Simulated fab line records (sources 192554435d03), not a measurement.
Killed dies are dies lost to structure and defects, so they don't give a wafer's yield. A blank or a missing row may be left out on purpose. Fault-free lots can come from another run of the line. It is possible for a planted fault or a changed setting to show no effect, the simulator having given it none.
fab line records + flow n5Finfet
record
- lots=9
- wafers=27
- lastDay=17
route steps=1938 shown BEOL_M3@1009 BEOL_M4@1037
lots with no fault: from the same line, run without faults
startH: start of the lot's first displayed wafer, in hours after the record's first day + waitH: hours from the lot's prior step to this one + " identical to the entry in the row above + L1.1+2: a row that stands for several wafers + - no value present, or no start provided + * or withheld: withheld + < > ~ a bound
route shown NAME@n: NAME is a module with steps in the file, n the number in the route of the first one + usual: mean/standard deviation of fault-free wafers + same: alike in all rows + chamber/n: place in a boat + sites: readings site by site + _std_site: the values' standard deviation + _edge_site: the outer-site mean with the inner-site mean subtracted + radiusMm: for every site, how far away it sits from the centre of the wafer + mask NAME#n: copy n + behind: the tool/chamber that last shaped the wafer + hold: why the lot was held/for how many hours/how that ended + device: the transistor (n, p or np) that didn't switch + end of line: the same wafers' tests at the end of the route + a step without rows: its recipe alone + killed: the dies lost at the first sort to structure and to defects; this is not the yield of the wafer + map: the dies of a wafer, with x for killed, . for not killed, _ for no die there
set.NAME: the run value of the setting; set.NAME@STEP: its run value at that earlier step + model.NAME: the simulator's own value behind a step, which no gauge read
route steps across a sampled set of lots; one table per step, one row per wafer
services: the hour from which a tool's chamber was out of use, counted from the record's first day as startH (under 0 if before that day), plus the number of hours and why
## steps
# step N5_BEOL_M3_ANNEAL_95
# recipe
- tempC=400
- timeS=240
- ambient=vacuum
# usual
- heaterPowerW=868/67
| lot.wafer | tool          | chamber | startH | waitH | heaterPowerW |
|-----------|---------------|---------|--------|-------|--------------|
| L243.4    | pvdSputter-02 | -       | 161.78 | 0.1   | 912          |
| L243.5    | "             | -       | "      | "     | 823          |
| L243.6    | "             | -       | "      | "     | 862          |
| L246.1    | pvdSputter-01 | -       | 172.56 | 0.0   | 827          |
| L246.2    | "             | -       | "      | "     | 857          |
| L246.6    | "             | -       | "      | "     | 956          |
| L247.3    | pvdSputter-03 | -       | 181.02 | 0.0   | 713          |
| L247.4    | "             | -       | "      | "     | 840          |
| L247.5    | "             | -       | "      | "     | 877          |
| L257.2    | pvdSputter-01 | -       | 236.54 | 0.0   | 884          |
| L257.3    | "             | -       | "      | "     | 968          |
| L257.4    | "             | -       | "      | "     | 829          |
| L256.1    | pvdSputter-01 | -       | 242.08 | 0.0   | 808          |
| L256.3    | "             | -       | "      | "     | 924          |
| L256.5    | "             | -       | "      | "     | 967          |
| L259.1    | pvdSputter-03 | -       | 248.82 | 0.0   | 938          |
| L259.3    | "             | -       | "      | "     | 861          |
| L259.4    | "             | -       | "      | "     | 719          |
| L261.4    | pvdSputter-01 | -       | 286.98 | 0.0   | 934          |
| L261.5    | "             | -       | "      | "     | 841          |
| L261.6    | "             | -       | "      | "     | 912          |
| L263.1    | pvdSputter-03 | -       | 288.78 | 0.0   | 892          |
| L263.2    | "             | -       | "      | "     | 825          |
| L263.4    | "             | -       | "      | "     | 941          |
| L266.2    | pvdSputter-02 | -       | 290.33 | 0.0   | 849          |
| L266.3    | "             | -       | "      | "     | 775          |
| L266.5    | "             | -       | "      | "     | 882          |
# step N5_BEOL_M4_DESCUM_16
# recipe
- chemistry=O2
- timeS=7
- sourcePowerW=50
- biasPowerW=20
- pressureMtorr=20
- rfFrequencyHz=2.712e+07
- tempC=40
- resist=CAR-EUV
- o2FlowSccm=225
# usual
- drypumpMotorCurrentA=5.7/0.44
- oesProductAu=0.79/0.098
- rfVppV=244.0/1.1
- showerheadPlenumPTorr=2.15/0.038
- throttleValvePct=20.34/0.15
| lot.wafer | tool       | chamber | startH | waitH | drypumpMotorCurrentA | oesProductAu | rfHoursCounterH | rfVppV | showerheadPlenumPTorr | throttleValvePct |
|-----------|------------|---------|--------|-------|----------------------|--------------|-----------------|--------|-----------------------|------------------|
| L243.4    | rieDiel-03 | 2       | 165.77 | 0.2   | 5.3                  | 0.69         | 222             | 243.4  | 2.16                  | 20.28            |
| L243.5    | "          | 1       | "      | "     | 5.3                  | 0.87         | -               | 244.4  | 2.15                  | 20.47            |
| L243.6    | "          | 0       | "      | "     | 5.8                  | 0.91         | -               | 245.4  | 2.22                  | 20.25            |
| L246.1    | rieDiel-03 | 2       | 176.75 | 0.0   | 5.3                  | 0.68         | 225             | 244.0  | 2.16                  | 20.29            |
| L246.2    | "          | 3       | "      | "     | 5.2                  | 0.70         | 199             | 244.1  | 2.16                  | 20.43            |
| L246.6    | "          | 3       | "      | "     | 5.2                  | 0.70         | -               | 244.7  | 2.16                  | 20.45            |
| L247.3    | rieDiel-01 | 3       | 187.16 | 0.0   | 6.3                  | 0.72         | 212             | 242.5  | 2.13                  | 20.26            |
| L247.4    | "          | 0       | "      | "     | 6.4                  | 0.73         | 186             | 243.1  | 2.17                  | 20.34            |
| L247.5    | "          | 3       | "      | "     | 6.3                  | 0.73         | -               | 245.4  | 2.14                  | 20.26            |
| L257.2    | rieDiel-05 | 0       | 238.95 | 0.2   | 6.4                  | 0.71         | 223             | 245.8  | 2.14                  | 20.17            |
| L257.3    | "          | 1       | "      | "     | 5.1                  | 0.74         | 161             | 243.9  | 2.09                  | 20.10            |
| L257.4    | "          | 3       | "      | "     | 5.7                  | 0.98         | 1               | 241.7  | 2.06                  | 20.44            |
| L256.1    | rieDiel-01 | 2       | 246.46 | 0.1   | 5.2                  | 0.90         | 26              | 244.3  | 2.15                  | 20.60            |
| L256.3    | "          | 0       | "      | "     | 6.4                  | 0.71         | 210             | 244.8  | 2.17                  | 20.38            |
| L256.5    | "          | 2       | "      | "     | 5.2                  | 0.91         | -               | 245.2  | 2.15                  | 20.60            |
| L259.1    | rieDiel-03 | 1       | 251.22 | 0.0   | 5.3                  | 0.83         | 63              | 244.8  | 2.14                  | 20.51            |
| L259.3    | "          | 3       | "      | "     | 5.2                  | 0.69         | 222             | 244.6  | 2.15                  | 20.46            |
| L259.4    | "          | 2       | "      | "     | 5.3                  | 0.66         | 249             | 243.7  | 2.15                  | 20.31            |
| L261.4    | rieDiel-01 | 0       | 289.85 | 0.4   | 6.3                  | 0.70         | -               | 243.0  | 2.16                  | 20.41            |
| L261.5    | "          | 2       | "      | "     | 5.2                  | 0.87         | -               | 244.8  | 2.14                  | 20.64            |
| L261.6    | "          | 1       | "      | "     | 5.7                  | 0.73         | -               | 242.9  | 2.18                  | 20.41            |
| L263.1    | rieDiel-05 | 3       | 292.77 | 0.4   | 5.7                  | 0.91         | 23              | 241.7  | 2.05                  | 20.45            |
| L263.2    | "          | 0       | "      | "     | 6.5                  | 0.69         | 244             | 244.3  | 2.14                  | 20.21            |
| L263.4    | "          | 3       | "      | "     | 5.7                  | 0.91         | -               | 241.9  | 2.05                  | 20.45            |
| L266.2    | rieDiel-03 | 2       | 292.89 | 0.2   | 5.3                  | 0.96         | 7               | 243.7  | 2.15                  | 19.86            |
| L266.3    | "          | 1       | "      | "     | 5.3                  | 0.82         | 83              | 244.0  | 2.13                  | 20.55            |
| L266.5    | "          | 1       | "      | "     | 5.3                  | 0.81         | -               | 243.1  | 2.13                  | 20.57            |
# step N5_BEOL_M4_COAT_68
# recipe
- resist=SiARC
- tempC=220
- timeS=60
- spinRpm=1500
- resistThkNm=12
# usual
- dispensePressureKPa=47.5/1.3
- spinSpeedRpm=1499.8/0.96
| lot.wafer | tool          | chamber | startH | waitH | dispensePressureKPa | spinSpeedRpm |
|-----------|---------------|---------|--------|-------|---------------------|--------------|
| L243.4    | lithoTrack-04 | 0       | 166.26 | -     | 48.1                | 1499.2       |
| L243.5    | "             | 0       | "      | "     | 48.0                | 1500.1       |
| L243.6    | "             | 0       | "      | "     | 48.1                | 1499.1       |
| L246.1    | lithoTrack-01 | 0       | 177.22 | -     | 46.1                | 1500.8       |
| L246.2    | "             | 0       | "      | "     | 46.1                | 1498.6       |
| L246.6    | "             | 0       | "      | "     | 46.1                | 1499.0       |
| L247.3    | lithoTrack-01 | 0       | 187.76 | -     | 46.1                | 1499.7       |
| L247.4    | "             | 0       | "      | "     | 46.1                | 1499.5       |
| L247.5    | "             | 0       | "      | "     | 46.1                | 1499.1       |
| L257.2    | lithoTrack-01 | 0       | 239.42 | -     | 46.1                | 1657.8       |
| L257.3    | "             | 0       | "      | "     | 46.2                | 1657.6       |
| L257.4    | "             | 0       | "      | "     | 46.1                | 1657.8       |
| L256.1    | lithoTrack-01 | 0       | 246.94 | -     | 46.1                | 1656.9       |
| L256.3    | "             | 0       | "      | "     | 46.1                | 1657.9       |
| L256.5    | "             | 0       | "      | "     | 46.2                | 1658.0       |
| L259.1    | lithoTrack-01 | 0       | 251.72 | -     | 46.1                | 1657.2       |
| L259.3    | "             | 0       | "      | "     | 46.2                | 1655.7       |
| L259.4    | "             | 0       | "      | "     | 46.2                | 1656.1       |
| L261.4    | lithoTrack-04 | 0       | 290.37 | -     | 48.1                | 1500.0       |
| L261.5    | "             | 0       | "      | "     | 48.1                | 1499.1       |
| L261.6    | "             | 0       | "      | "     | 48.1                | 1500.0       |
| L263.1    | lithoTrack-05 | 0       | 293.25 | -     | 49.3                | 1499.1       |
| L263.2    | "             | 0       | "      | "     | 49.3                | 1501.4       |
| L263.4    | "             | 0       | "      | "     | 49.3                | 1500.2       |
| L266.2    | lithoTrack-04 | 0       | 293.39 | -     | 48.1                | 1500.7       |
| L266.3    | "             | 0       | "      | "     | 48.1                | 1499.3       |
| L266.5    | "             | 0       | "      | "     | 48.1                | 1501.4       |
# step N5_BEOL_M4_CD_MEAS_28
# recipe
- targetCdNm=26.2
- landingEnergyEv=500
- detector=seInlens
- targetCdYNm=24.1
- polarity=opening
# usual
- cdNm=26.16/0.23
| lot.wafer | tool     | chamber | startH | waitH | cdNm  |
|-----------|----------|---------|--------|-------|-------|
| L243.4    | cdSem-01 | 0       | 166.69 | -     | 26.06 |
| L243.5    | "        | 0       | "      | "     | 25.93 |
| L243.6    | "        | 0       | "      | "     | 26.18 |
| L246.1    | cdSem-03 | 0       | 177.50 | -     | 26.23 |
| L246.2    | "        | 0       | "      | "     | 26.40 |
| L246.6    | "        | 0       | "      | "     | 26.40 |
| L247.3    | cdSem-02 | 0       | 188.04 | -     | 26.25 |
| L247.4    | "        | 0       | "      | "     | 26.40 |
| L247.5    | "        | 0       | "      | "     | 25.93 |
| L257.2    | cdSem-01 | 0       | 239.70 | -     | 25.99 |
| L257.3    | "        | 0       | "      | "     | 26.20 |
| L257.4    | "        | 0       | "      | "     | 26.02 |
| L256.1    | cdSem-03 | 0       | 247.22 | -     | 26.37 |
| L256.3    | "        | 0       | "      | "     | 26.09 |
| L256.5    | "        | 0       | "      | "     | 26.34 |
| L259.1    | cdSem-02 | 0       | 252.13 | -     | 26.37 |
| L259.3    | "        | 0       | "      | "     | 26.14 |
| L259.4    | "        | 0       | "      | "     | 26.34 |
| L261.4    | cdSem-01 | 0       | 290.65 | -     | 26.54 |
| L261.5    | "        | 0       | "      | "     | 26.58 |
| L261.6    | "        | 0       | "      | "     | 26.35 |
| L263.1    | cdSem-03 | 0       | 293.53 | -     | 26.19 |
| L263.2    | "        | 0       | "      | "     | 26.16 |
| L263.4    | "        | 0       | "      | "     | 26.22 |
| L266.2    | cdSem-02 | 0       | 293.79 | -     | 26.22 |
| L266.3    | "        | 0       | "      | "     | 25.98 |
| L266.5    | "        | 0       | "      | "     | 26.18 |
# step N5_BEOL_M4_ETCH_69
# recipe
- chemistry=CF4
- target=SiARC
- targetDepthA=156
- maskMaterial=CAR-EUV
- timeS=26
- ionEnergyEv=80
- pressureMtorr=40
- sourceW=545
- biasW=36
- Ar_flow_sccm=100
- cf4FlowSccm=100
- ends=cleared
# usual
- biasW=36.00/0.12
- drypumpMotorCurrentA=5.7/0.43
- etchRfOnTimeS=26.3/0.53
- oesProductAu=0.66/0.079
- rfVppV=184.7/0.97
- showerheadPlenumPTorr=2.19/0.042
- throttleValvePct=15.56/0.16
| lot.wafer | tool       | chamber | startH | waitH | biasW | drypumpMotorCurrentA | etchRfOnTimeS | oesProductAu | rfHoursCounterH | rfVppV | showerheadPlenumPTorr | throttleValvePct |
|-----------|------------|---------|--------|-------|-------|----------------------|---------------|--------------|-----------------|--------|-----------------------|------------------|
| L243.4    | rieDiel-05 | 1       | 167.00 | 0.0   | 35.98 | 5.1                  | 25.5          | 0.66         | 135             | 183.3  | 2.13                  | 15.23            |
| L243.5    | "          | 0       | "      | "     | 36.27 | 6.4                  | 26.4          | 0.60         | -               | 184.3  | 2.20                  | 15.41            |
| L243.6    | "          | 1       | "      | "     | 36.07 | 5.1                  | 25.5          | 0.66         | -               | 183.6  | 2.13                  | 15.24            |
| L246.1    | rieDiel-05 | 1       | 177.67 | 0.0   | 35.88 | 5.1                  | 25.6          | 0.66         | 138             | 184.6  | 2.13                  | 15.23            |
| L246.2    | "          | 3       | "      | "     | 35.93 | 5.7                  | 26.8          | 0.57         | 240             | 183.9  | 2.11                  | 15.94            |
| L246.6    | "          | 2       | "      | "     | 35.88 | 5.9                  | 26.5          | 0.59         | -               | 185.0  | 2.20                  | 15.92            |
| L247.3    | rieDiel-03 | 3       | 188.21 | 0.0   | 35.91 | 5.2                  | 27.1          | 0.59         | 202             | 184.1  | 2.20                  | 15.60            |
| L247.4    | "          | 1       | "      | "     | 35.89 | 5.3                  | 26.5          | 0.73         | 42              | 184.6  | 2.18                  | 15.57            |
| L247.5    | "          | 2       | "      | "     | 35.92 | 5.3                  | 26.0          | 0.58         | -               | 185.9  | 2.20                  | 15.48            |
| L257.2    | rieDiel-05 | 2       | 239.87 | 0.0   | 35.70 | 5.9                  | 24.3          | 0.79         | 10              | 184.8  | 2.19                  | 15.46            |
| L257.3    | "          | 0       | "      | "     | 35.94 | 6.4                  | 25.0          | 0.60         | 223             | 183.5  | 2.20                  | 15.45            |
| L257.4    | "          | 1       | "      | "     | 35.92 | 5.1                  | 24.3          | 0.64         | 162             | 184.1  | 2.13                  | 15.28            |
| L256.1    | rieDiel-03 | 1       | 247.59 | 0.0   | 35.93 | 5.3                  | 25.3          | 0.71         | 61              | 186.0  | 2.18                  | 15.58            |
| L256.3    | "          | 0       | "      | "     | 36.26 | 5.8                  | 25.3          | 0.72         | 54              | 184.3  | 2.26                  | 15.50            |
| L256.5    | "          | 1       | "      | "     | 36.07 | 5.3                  | 25.5          | 0.71         | -               | 184.3  | 2.18                  | 15.59            |
| L259.1    | rieDiel-05 | 3       | 252.49 | 0.0   | 35.92 | 5.7                  | 24.2          | 0.83         | 6               | 184.0  | 2.10                  | 15.49            |
| L259.3    | "          | 1       | "      | "     | 36.11 | 5.1                  | 24.0          | 0.64         | 166             | 183.6  | 2.12                  | 15.28            |
| L259.4    | "          | 0       | "      | "     | 35.88 | 6.5                  | 25.1          | 0.60         | 227             | 184.9  | 2.19                  | 15.47            |
| L261.4    | rieDiel-03 | 3       | 290.83 | 0.0   | 35.98 | 5.3                  | 26.8          | 0.57         | 241             | 184.6  | 2.19                  | 15.67            |
| L261.5    | "          | 0       | "      | "     | 35.92 | 5.9                  | 26.6          | 0.71         | -               | 184.6  | 2.26                  | 15.55            |
| L261.6    | "          | 1       | "      | "     | 36.04 | 5.3                  | 26.8          | 0.69         | -               | 183.6  | 2.17                  | 15.62            |
| L263.1    | rieDiel-03 | 1       | 293.70 | 0.0   | 36.04 | 5.3                  | 27.0          | 0.68         | 84              | 183.9  | 2.17                  | 15.64            |
| L263.2    | "          | 0       | "      | "     | 36.11 | 5.9                  | 26.8          | 0.69         | 75              | 185.4  | 2.26                  | 15.55            |
| L263.4    | "          | 2       | "      | "     | 35.97 | 5.3                  | 24.9          | 0.82         | 7               | 184.4  | 2.20                  | 15.02            |
| L266.2    | rieDiel-05 | 2       | 293.99 | 0.0   | 36.09 | 5.9                  | 25.9          | 0.75         | 30              | 184.0  | 2.18                  | 15.48            |
| L266.3    | "          | 0       | "      | "     | 35.99 | 6.5                  | 26.7          | 0.58         | 245             | 184.0  | 2.19                  | 15.49            |
| L266.5    | "          | 0       | "      | "     | 36.14 | 6.4                  | 26.5          | 0.58         | -               | 184.0  | 2.19                  | 15.51            |
# step N5_BEOL_M4_RC_MEAS_101
# usual
- DIBL_N=37.0/1.7
- DIBL_P=36.7/2
- IOFF_N=0.17/0.035
- IOFF_P=0.22/0.035
- ION_N=672/12
- ION_P=461/7.5
- SS_N=71.6/0.67
- SS_P=73.4/0.64
- VT_N=250/3.5
- VT_P=-250/3.5
| lot.wafer | tool      | chamber | startH | waitH | DIBL_N[mV/V] | DIBL_P[mV/V] | IOFF_N[nA/um] | IOFF_P[nA/um] | ION_N[uA/um] | ION_P[uA/um] | SS_N[mV/dec] | SS_P[mV/dec] | VT_N[mV] | VT_P[mV] |
|-----------|-----------|---------|--------|-------|--------------|--------------|---------------|---------------|--------------|--------------|--------------|--------------|----------|----------|
| L243.4    | prober-02 | 0       | 176.57 | 0.5   | 36.8         | 36.0         | 0.16          | 0.18          | 672          | 459          | 72.2         | 72.7         | 250      | -252     |
| L243.5    | "         | 0       | "      | "     | 35.5         | 35.4         | 0.14          | 0.17          | 655          | 448          | 71.2         | 72.9         | 249      | -255     |
| L243.6    | "         | 0       | "      | "     | 33.7         | 33.5         | 0.11          | 0.16          | 663          | 460          | 70.5         | 72.3         | 255      | -254     |
| L246.1    | prober-02 | 0       | 187.31 | 0.0   | 37.0         | 36.5         | 0.17          | 0.25          | 665          | 462          | 71.7         | 73.2         | 249      | -244     |
| L246.2    | "         | 0       | "      | "     | 37.2         | 36.3         | 0.19          | 0.25          | 675          | 467          | 72.0         | 73.1         | 245      | -246     |
| L246.6    | "         | 0       | "      | "     | 36.3         | 36.4         | 0.18          | 0.25          | 685          | 473          | 71.3         | 73.8         | 244      | -247     |
| L247.3    | prober-01 | 0       | 192.97 | 0.3   | 37.8         | 36.6         | 0.17          | 0.21          | 675          | 459          | 71.3         | 73.5         | 247      | -249     |
| L247.4    | "         | 0       | "      | "     | 36.9         | 35.6         | 0.15          | 0.19          | 657          | 451          | 71.4         | 73.4         | 247      | -249     |
| L247.5    | "         | 0       | "      | "     | 35.3         | 33.9         | 0.12          | 0.18          | 650          | 447          | 70.9         | 72.8         | 252      | -250     |
| L257.2    | prober-02 | 0       | 247.66 | 0.2   | 34.9         | 35.6         | 0.14          | 0.21          | 669          | 461          | 70.5         | 73.5         | 251      | -250     |
| L257.3    | "         | 0       | "      | "     | 34.1         | 33.8         | 0.11          | 0.17          | 648          | 449          | 70.7         | 73.0         | 256      | -253     |
| L257.4    | "         | 0       | "      | "     | 34.5         | 35.1         | 0.13          | 0.20          | 661          | 462          | 70.4         | 73.3         | 252      | -249     |
| L256.1    | prober-01 | 0       | 253.10 | 0.0   | 34.3         | 34.0         | 0.12          | 0.17          | 666          | 456          | 70.6         | 72.4         | 254      | -257     |
| L256.3    | "         | 0       | "      | "     | 31.9         | 31.3         | 0.09          | 0.13          | 649          | 452          | 69.8         | 71.8         | 256      | -259     |
| L256.5    | "         | 0       | "      | "     | 33.6         | 33.3         | 0.11          | 0.16          | 664          | 456          | 70.4         | 72.3         | 254      | -257     |
| L259.1    | prober-02 | 0       | 257.08 | 0.0   | 36.5         | 36.5         | 0.17          | 0.24          | 683          | 469          | 71.2         | 73.5         | 249      | -243     |
| L259.3    | "         | 0       | "      | "     | 37.1         | 36.3         | 0.16          | 0.23          | 679          | 467          | 70.8         | 72.1         | 248      | -248     |
| L259.4    | "         | 0       | "      | "     | 41.1         | 40.7         | 0.27          | 0.32          | 688          | 470          | 72.2         | 74.2         | 241      | -242     |
| L261.4    | prober-02 | 0       | 297.76 | 0.5   | 39.9         | 39.9         | 0.24          | 0.27          | 683          | 455          | 72.4         | 74.1         | 244      | -247     |
| L261.5    | "         | 0       | "      | "     | 38.7         | 39.0         | 0.21          | 0.25          | 677          | 454          | 71.9         | 74.2         | 246      | -249     |
| L261.6    | "         | 0       | "      | "     | 39.5         | 38.5         | 0.21          | 0.24          | 681          | 461          | 71.9         | 73.4         | 247      | -253     |
| L266.2    | prober-02 | 0       | 300.09 | 0.2   | 37.0         | 35.8         | 0.15          | 0.21          | 680          | 467          | 71.1         | 73.7         | 250      | -247     |
| L266.3    | "         | 0       | "      | "     | 35.9         | 34.6         | 0.13          | 0.19          | 658          | 460          | 70.7         | 72.8         | 251      | -250     |
| L266.5    | "         | 0       | "      | "     | 39.1         | 38.2         | 0.19          | 0.25          | 690          | 470          | 72.1         | 73.5         | 246      | -248     |
| L263.1    | prober-01 | 0       | 300.21 | 0.0   | 36.6         | 36.0         | 0.14          | 0.21          | 662          | 460          | 72.5         | 72.9         | 251      | -250     |
| L263.2    | "         | 0       | "      | "     | 36.6         | 35.7         | 0.15          | 0.21          | 669          | 464          | 71.4         | 73.2         | 253      | -249     |
| L263.4    | "         | 0       | "      | "     | 37.1         | 36.4         | 0.16          | 0.21          | 672          | 461          | 71.9         | 73.1         | 251      | -250     |
## services
| tool          | chamber | startH | hours | kind                        |
|---------------|---------|--------|-------|-----------------------------|
| rieDiel-03    | 1       | 139.08 | 7.7   | repair                      |
| rieDiel-01    | 2       | 153.55 | -     | clean                       |
| rieDiel-01    | 2       | 153.55 | -     | consumableReplace:esc       |
| rieDiel-01    | 2       | 153.55 | -     | consumableReplace:focusRing |
| rieDiel-01    | 2       | 153.55 | 23.5  | scheduledDown               |
| rieDiel-01    | 2       | 153.55 | 23.5  | ventCycle                   |
| rieDiel-05    | -       | 156.32 | 4.3   | pm                          |
| pvdSputter-03 | -       | 172.58 | 5.0   | repair                      |
| rieDiel-01    | 1       | 182.08 | 1.6   | repair                      |
| rieDiel-05    | 2       | 202.05 | -     | clean                       |
| rieDiel-05    | 2       | 202.05 | -     | consumableReplace:focusRing |
| rieDiel-05    | 2       | 202.05 | 14.4  | scheduledDown               |
| rieDiel-05    | 2       | 202.05 | 14.4  | ventCycle                   |
| rieDiel-05    | 3       | 216.48 | -     | clean                       |
| rieDiel-05    | 3       | 216.48 | -     | consumableReplace:focusRing |
| rieDiel-05    | 3       | 216.48 | 20.3  | scheduledDown               |
| rieDiel-05    | 3       | 216.48 | 20.3  | ventCycle                   |
| rieDiel-05    | -       | 228.13 | 0.4   | repair                      |
| rieDiel-01    | 3       | 235.05 | 61.9  | repair                      |
| rieDiel-03    | 2       | 254.30 | -     | clean                       |
| rieDiel-03    | 2       | 254.30 | -     | consumableReplace:focusRing |
| rieDiel-05    | 2       | 271.67 | 4.7   | repair                      |
| rieDiel-01    | 0       | 275.58 | 5.2   | repair                      |
| rieDiel-05    | 1       | 291.08 | 6.5   | repair                      |
## key
firstSign
- step=N5_BEOL_M4_COAT_68
- reading=spinSpeedRpm
- direction=up
- sigmas=99+
- usual=*
- struck=*
effect
- step=N5_BEOL_M4_ETCH_69
- reading=etchRfOnTimeS
- direction=down
- sigmas=2.8
- usual=*
- struck=*
metAt N5_BEOL_M4_COAT_68
struckLots L256,L257,L259
notActingAt N5_BEOL_M3_ANNEAL_95,N5_BEOL_M4_DESCUM_16,N5_BEOL_M4_CD_MEAS_28
onsetBetween 187.76 239.42
fault
- kind=processParameterDrift
- tool=lithoTrack-01
- chamber=-
- onsetH=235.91
- steps=N5_BEOL_M4_COAT_68
- channel=spinRpm
- offset=*
- shape=step
- endH=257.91
- actsIn=*
- stated=*
